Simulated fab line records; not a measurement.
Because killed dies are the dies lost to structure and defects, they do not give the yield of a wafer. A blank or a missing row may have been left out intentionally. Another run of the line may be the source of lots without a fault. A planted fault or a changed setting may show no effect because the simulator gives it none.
A single fault, viewed from 2 desks	flow nand-harc	numbers are kept per desk, each desk with only its own; the story behind them comes last

== THE DEFECT DESK ==
For each lot, the counts of the inspections along the route, averaged over the sampled wafers that have a number. If a lot's mean is further than 4 standard deviations from the usual mean, the lot is out of limits and carries the mark OUT (the distance appears in the brackets).
Columns: A = raw-defect-count at NHARC_A_M1_INSPECT_27, usual 561
lot	first seen here	A
L506	day 23 01:13	467
L505	day 23 12:32	564
L508	day 23 18:14	391
L507	day 23 18:47	429
L510	day 24 11:19	497
L512	day 25 18:11	562
L513	day 26 05:02	443
L521	day 29 20:05	509
L526	day 31 18:00	496
L528	day 31 21:01	521
This desk's verdict: no lot among the 10 shows anything out of limits.

== DESK OF THE TOOL OWNER: rie-diel-01 ==
The tool's own readings at NHARC_THIN_TSV_ETCH_44 (etches the open film in CF4/O2, target depth 1594.2 nm, time 797.1 s): means of the sampled wafers that have a number, for each lot that ran on this tool. If a lot's mean is further than 4 standard deviations from the usual mean, the lot is out of limits and carries the mark OUT (the distance appears in the brackets).
Columns: A = drypump-motor-current-A at NHARC_THIN_TSV_ETCH_44, usual 5.7 A; B = oes-product-au at NHARC_THIN_TSV_ETCH_44, usual 0.998 a.u.; C = rf-fwd-power-W at NHARC_THIN_TSV_ETCH_44, usual 299.6 W; D = rf-vpp-V at NHARC_THIN_TSV_ETCH_44, usual 796 V; E = showerhead-plenum-p-Torr at NHARC_THIN_TSV_ETCH_44, usual 1.85 Torr; F = throttle-valve-pct at NHARC_THIN_TSV_ETCH_44, usual 16.914 %
lot	first seen here	A	B	C	D	E	F
L512	day 26 14:25	5.8	0.995	299.1	797	1.87	16.911
L513	day 26 22:16	5.6	1.001	299.6	799	1.89	16.913
L521	day 30 16:07	5.6	1.086 (+5.9) OUT	340.3 (+44) OUT	796	1.86	16.917
This desk's verdict: out of limits on L521, starting with L521 at day 30 16:07 (oes-product-au at NHARC_THIN_TSV_ETCH_44). Within limits: L512, L513.

== ALL TOGETHER ==
On L521, at day 30 16:07, an alarm was possible from the tool owner's desk.
No out-of-limits result turned up at the defect desk.
The defect desk has L521 on record, within its limits.
Every lot named ran NHARC_THIN_TSV_ETCH_44 on rie-diel-01.

== WHAT THE SIMULATOR PUT IN ==
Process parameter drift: rie-diel-01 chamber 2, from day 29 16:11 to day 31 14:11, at NHARC_THIN_TSV_ETCH_44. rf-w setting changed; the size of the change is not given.
Shown lots that were struck: L521.
Delay in hours, fault start to first out-of-limits reading, by desk: the tool owner's desk at 24.
